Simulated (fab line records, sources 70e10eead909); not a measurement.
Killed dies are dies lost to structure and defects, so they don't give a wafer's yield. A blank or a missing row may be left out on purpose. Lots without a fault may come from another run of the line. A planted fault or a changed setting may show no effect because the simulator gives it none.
Which tool did it? | flow nand_harc | 13 lots, 35 wafers sampled, at 6 steps of a route of 1302

WHAT THE GAUGES READ, wafer by wafer
NHARC_A_SIN_REMOVE_INSPECT_04.
lot  | measured     | on                | raw_defect_count
L272 | day 20 19:29 | defect_inspect-02 | 324 377 347
L273 | day 20 19:28 | defect_inspect-01 | 359 386 509
L276 | day 22 06:34 | defect_inspect-02 | 397 431 230
L279 | day 22 20:56 | defect_inspect-01 | 998 1002
L278 | day 22 23:56 | defect_inspect-01 | 459 560 740
L277 | day 22 23:56 | defect_inspect-02 | 901 912
L287 | day 26 01:14 | defect_inspect-01 | 376 350 431
L288 | day 26 13:20 | defect_inspect-01 | 308 382 319
L291 | day 28 07:04 | defect_inspect-02 | 335 408 383
L292 | day 28 19:29 | defect_inspect-01 | 340 450 543
L294 | day 29 04:23 | defect_inspect-02 | 379 393 469
L295 | day 29 12:08 | defect_inspect-01 | 383 483 380
L293 | day 29 14:56 | defect_inspect-02 | 286 323 411

NHARC_END_SORT_01.
lot  | measured     | on        | killed_at_array | killed_at_other | killed_at_periphery | killed_dies | killed_open | killed_short
L279 | day 27 22:09 | prober-01 | 97              | 0               | 4                   | 101         | 0           | 3
L277 | day 28 11:47 | prober-02 | 100             | 2               | 6                   | 108         | 0           | 1
L288 | day 30 18:03 | prober-01 | 47 30 48        | 0 2 1           | 1 2 1               | 48 34 50    | 4 1 3       | 3 2 2
L291 | day 32 10:06 | prober-01 | 57              | 0               | 2                   | 59          | 5           | 1

WHICH TOOL RAN EACH LOT (tool, then ch and the chambers of the sampled wafers, then the start)
lot  | NHARC_A_SLIT_ETCH_17             | NHARC_A_WL_FILL_ETCHBACK_04       | NHARC_A_WL_FILL_ETCHBACK_05       | NHARC_A_WL_FILL_ALD_10
L272 | har_etch-01 ch 0, day 20 07:48   | rie_metal-02 ch 0,1, day 20 20:51 | rie_metal-02 ch 0,1, day 20 21:04 | ald_hk-03 ch 0,2, day 21 02:59
L273 | har_etch-02 ch 0,1, day 20 08:14 | rie_metal-01 ch 0,1, day 20 21:00 | rie_metal-01 ch 0,1, day 20 21:14 | ald_hk-04 ch 0,2, day 21 03:33
L276 | har_etch-02 ch 0,1, day 21 18:59 | rie_metal-03 ch 0,1, day 22 07:58 | rie_metal-03 ch 0,1, day 22 08:10 | ald_hk-04 ch 2,3, day 22 16:04
L279 | har_etch-02 ch 0, day 22 11:37   | rie_metal-02 ch 1, day 23 02:16   | rie_metal-02 ch 0, day 23 02:23   | ald_hk-04 ch 3, day 23 07:52
L278 | har_etch-01 ch 0,1, day 22 13:24 | rie_metal-01 ch 0,1, day 23 01:35 | rie_metal-01 ch 0,1, day 23 01:47 | ald_hk-04 ch 1,3, day 23 08:55
L277 | har_etch-02 ch 0, day 22 15:28   | rie_metal-03 ch 0, day 23 04:07   | rie_metal-03 ch 1, day 23 04:16   | ald_hk-03 ch 3, day 23 10:04
L287 | har_etch-02 ch 0,1, day 25 13:37 | rie_metal-03 ch 0,1, day 26 02:41 | rie_metal-03 ch 0,1, day 26 02:55 | ald_hk-04 ch 0,2,3, day 26 11:41
L288 | har_etch-02 ch 0,1, day 26 02:19 | rie_metal-03 ch 0,1, day 26 16:14 | rie_metal-03 ch 0,1, day 26 16:29 | ald_hk-03 ch 0,1,2, day 27 00:36
L291 | har_etch-02 ch 0,1, day 27 19:22 | rie_metal-02 ch 0,1, day 28 08:34 | rie_metal-02 ch 0,1, day 28 08:49 | ald_hk-02 ch 0,1, day 28 15:40
L292 | har_etch-01 ch 0,1, day 28 07:21 | rie_metal-02 ch 0,1, day 28 20:49 | rie_metal-02 ch 0,1, day 28 21:04 | ald_hk-02 ch 0,1, day 29 04:18
L294 | har_etch-02 ch 0,1, day 28 16:37 | rie_metal-03 ch 0,1, day 29 05:56 | rie_metal-03 ch 0,1, day 29 06:10 | ald_hk-02 ch 0,1,2, day 29 12:55
L295 | har_etch-01 ch 0,1, day 29 00:32 | rie_metal-02 ch 1, day 29 13:32   | rie_metal-02 ch 0,1, day 29 13:44 | ald_hk-02 ch 0,1,3, day 29 20:43
L293 | har_etch-02 ch 0,1, day 29 03:31 | rie_metal-03 ch 1, day 29 16:49   | rie_metal-03 ch 1, day 29 17:15   | ald_hk-04 ch 0,1, day 29 20:43
- NHARC_A_SLIT_ETCH_17: etches the open film in C4F8/O2/Ar, time 4254.5 s, target depth 20300 nm.
- NHARC_A_WL_FILL_ETCHBACK_04: etches the open film in NF3, target depth 60 nm, time 120 s.
- NHARC_A_WL_FILL_ETCHBACK_05: etches the open film in Cl2/BCl3, target depth 22 nm, time 60 s.
- NHARC_A_WL_FILL_ALD_10: deposits SiO2, target thk 50 nm, pulse time 10 s, ald cycles 500.

WHAT THE TOOLS THEMSELVES READ (means of the sampled wafers that have a number; where no wafer has one, the mark that the record gives instead)
NHARC_A_SLIT_ETCH_17.
lot  | tool        | drypump_motor_current_A (A) | showerhead_plenum_p_Torr (Torr) | throttle_valve_pct (%)
L272 | har_etch-01 | 5.9                         | 3.65                            | 32.054
L273 | har_etch-02 | 6.2                         | 3.82                            | 32.045
L276 | har_etch-02 | 6.2                         | 3.81                            | 32.049
L279 | har_etch-02 | 6.6                         | 3.90                            | 32.058
L278 | har_etch-01 | 6.0                         | 3.63                            | 32.044
L277 | har_etch-02 | 6.6                         | 3.90                            | 32.052
L287 | har_etch-02 | 6.2                         | 3.78                            | 32.055
L288 | har_etch-02 | 5.7                         | 3.68                            | 32.044
L291 | har_etch-02 | 6.2                         | 3.77                            | 32.045
L292 | har_etch-01 | 5.9                         | 3.59                            | 32.048
L294 | har_etch-02 | 6.2                         | 3.76                            | 32.042
L295 | har_etch-01 | 5.9                         | 3.58                            | 32.048
L293 | har_etch-02 | 6.2                         | 3.75                            | 32.039

NHARC_A_WL_FILL_ETCHBACK_04.
lot  | tool         | drypump_motor_current_A (A) | oes_product_au (a.u.)
L272 | rie_metal-02 | 5.6                         | 1.009
L273 | rie_metal-01 | 5.8                         | 1.017
L276 | rie_metal-03 | 5.7                         | 0.996
L279 | rie_metal-02 | 5.1                         | 1.000
L278 | rie_metal-01 | 5.8                         | 1.017
L277 | rie_metal-03 | 6.1                         | 1.022
L287 | rie_metal-03 | 5.7                         | 0.992
L288 | rie_metal-03 | 5.9                         | 0.992
L291 | rie_metal-02 | 5.4                         | 1.012
L292 | rie_metal-02 | 5.7                         | 1.013
L294 | rie_metal-03 | 5.9                         | 1.011
L295 | rie_metal-02 | 5.2                         | 1.020
L293 | rie_metal-03 | 5.5                         | 0.986

NHARC_A_WL_FILL_ETCHBACK_05.
lot  | tool         | drypump_motor_current_A (A) | oes_product_au (a.u.)
L272 | rie_metal-02 | 5.4                         | 1.000
L273 | rie_metal-01 | 5.8                         | 1.012
L276 | rie_metal-03 | 5.9                         | 1.006
L279 | rie_metal-02 | 5.9                         | 1.010
L278 | rie_metal-01 | 6.1                         | 1.007
L277 | rie_metal-03 | 5.5                         | 0.995
L287 | rie_metal-03 | 5.9                         | 0.990
L288 | rie_metal-03 | 5.9                         | 0.992
L291 | rie_metal-02 | 5.6                         | 1.009
L292 | rie_metal-02 | 5.7                         | 1.017
L294 | rie_metal-03 | 5.9                         | 1.000
L295 | rie_metal-02 | 5.6                         | 1.022
L293 | rie_metal-03 | 5.4                         | 0.981

NHARC_A_WL_FILL_ALD_10.
lot  | tool      | heater_power_outer_w (W) | heater_power_w (W) | precursor_pulse_height_rel
L272 | ald_hk-03 | 276                      | 491                | 1.016
L273 | ald_hk-04 | 256                      | 458                | 0.994
L276 | ald_hk-04 | 260                      | 468                | 1.012
L279 | ald_hk-04 | 233                      | 421                | 0.997
L278 | ald_hk-04 | 234                      | 424                | 1.020
L277 | ald_hk-03 | 301                      | 578                | 0.983
L287 | ald_hk-04 | 245                      | 439                | 0.986
L288 | ald_hk-03 | 275                      | 495                | 1.004
L291 | ald_hk-02 | 270                      | 495                | 1.011
L292 | ald_hk-02 | 268                      | 500                | 0.993
L294 | ald_hk-02 | 268                      | 487                | 0.992
L295 | ald_hk-02 | 262                      | 478                | 0.999
L293 | ald_hk-04 | 232                      | 397                | 0.999

THE ANSWER, worked out from the rows above alone
Rule: what is usual is taken from the lots themselves. Put in order of their means at a reading, lots are off if they are a third of the lots or fewer, leave a main group of 4 or more, and stand apart from it by a gap of 3 or more times the standard deviation of the main group's means; of several such gaps the widest counts. A main group whose means are all the same, to the digits that the tables above print for the reading, isn't used. A lot without any number at a reading at which 4 lots or more have one is off too. The other lots that the step has rows for count as sound. The gauges are gone through in route order, then the tools' own readings, and for those a lot's mean is taken as printed above. The first step at which some lot is off is used, and at that step the reading that is off furthest; a lot without a number counts as furthest.
Off: L279, L277, at NHARC_A_SIN_REMOVE_INSPECT_04 (raw_defect_count). The main group: mean 402, standard deviation 68.
A tool fits if, at a process step before that reading, it ran every lot that is off, and no sound lot after the first of them. The gauges at NHARC_A_SIN_REMOVE_INSPECT_04 are tried like those tools. None of those tried fits.

WHAT THE SIMULATOR HAD PUT IN
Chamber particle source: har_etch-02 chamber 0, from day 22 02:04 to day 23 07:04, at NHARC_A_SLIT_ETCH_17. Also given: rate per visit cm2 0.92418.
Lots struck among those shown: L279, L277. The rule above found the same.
